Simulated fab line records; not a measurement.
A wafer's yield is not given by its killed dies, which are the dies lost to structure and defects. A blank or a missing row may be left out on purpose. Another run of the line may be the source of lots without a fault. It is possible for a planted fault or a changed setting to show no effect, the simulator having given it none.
Comparing a struck lot with a sound one | flow nandHarc | 17 steps out of a route of 1159
Sound: these wafers, L451.1, L451.3, L451.5. Struck: wafers L462.1, L462.3, L462.5. The cause is given at the end.
For every step that has rows: the tool of each side, followed by ch and its chambers, followed by its first start. Under that, the readings that differ: sound wafers | struck wafers | difference of the means | sigmas: that difference in standard deviations of wafers without a fault.
alike: same words and numbers on both sides, and readings whose means sit less than 2 such deviations apart. not compared: any withheld reading, any reading some wafer has no value for, any bound like >300 that may hide the same value, and any number with overlapping values for which the record gives no deviation.
The two part at a step that has a row with sigmas, a row that says differs or no value, or rows on one side only. Numbers that have no deviation but don't overlap get no sigmas and don't part them. Lack of a reading on every wafer of one side parts them only where that side has two or more wafers.

NHARC_A_CONTACT_CVD_19: deposits W, target thk 300 nm, time 802 s.
  sound: cvdW-01 ch 0,1; struck: cvdW-02 ch 0,1
  alike: heaterPowerW, throttleValvePct
NHARC_A_CONTACT_CMP_20: polishes, t overpolish 30 s, target thk 300 nm.
  sound on cmp-01 ch 0,1,2, day 19 12:34; struck on cmp-01 ch 0,1,2, day 21 14:01
  alike: edgeZonePressureFrac, motorCurrentA, overpolishRunS, slurryFilterDpKPa, timeToEndpointS
then, 1 step without rows for these wafers: NHARC_A_CONTACT_SRD_22.
NHARC_A_CONTACT_INSPECT_23:
  sound on defectInspect-01 at day 19 12:55; struck on defectInspect-01 at day 21 14:25
  alike: rawDefectCount
then, 7 steps without rows for these wafers: NHARC_A_BLC_DEHYDRATE_00 (time 120 s); NHARC_A_BLC_HMDS_01 (time 30 s); NHARC_A_BLC_COAT_02 (time 75 s); NHARC_A_BLC_COAT_03 (time 65 s); NHARC_A_BLC_COAT_04 (resist thk 90 nm); NHARC_A_BLC_SOFTBAKE_05 (time 55 s); NHARC_A_BLC_EBR_06.
NHARC_A_BLC_EXPOSE_07: exposes mask A BLC, target cd 100 nm.
  sound on arfiScanner-02 ch 0, day 19 13:17; struck on arfiScanner-02 ch 0, day 21 14:47
reading                     | sound                | struck            | difference | sigmas
model.A_BLC.overlayXNm (nm) | 0.1362 0.1362 0.1362 | 5.585 5.585 5.585 | +5.449     | 
  alike: mask
then, 2 steps without rows for these wafers: NHARC_A_BLC_PEB_08 (peb time 65 s); NHARC_A_BLC_DEVELOP_09 (develop time 35 s).
NHARC_A_BLC_CD_MEAS_10: target cd 100 nm.
  sound on cdSem-02 ch 0, day 19 13:26; struck on cdSem-03 ch 0, day 21 14:55
  alike: cdNm
NHARC_A_BLC_OVL_MEAS_11:
  sound on overlay-02 at day 19 13:31; struck on overlay-01 at day 21 15:01
reading         | sound        | struck      | difference | sigmas
overlayXNm (nm) | 0.6 0.4 -0.2 | 5.5 5.8 5.4 | +5.3       | +7
  alike: overlayYNm
NHARC_A_BLC_INSPECT_12:
  sound on defectInspect-01 at day 19 13:34; struck on defectInspect-02 at day 21 15:03
  alike: rawDefectCount

WHERE THEY PART
Only at NHARC_A_BLC_OVL_MEAS_11, within this record. Later steps at which nothing parts them and some readings are alike: NHARC_A_BLC_INSPECT_12.

WHY: the cause the simulator had injected
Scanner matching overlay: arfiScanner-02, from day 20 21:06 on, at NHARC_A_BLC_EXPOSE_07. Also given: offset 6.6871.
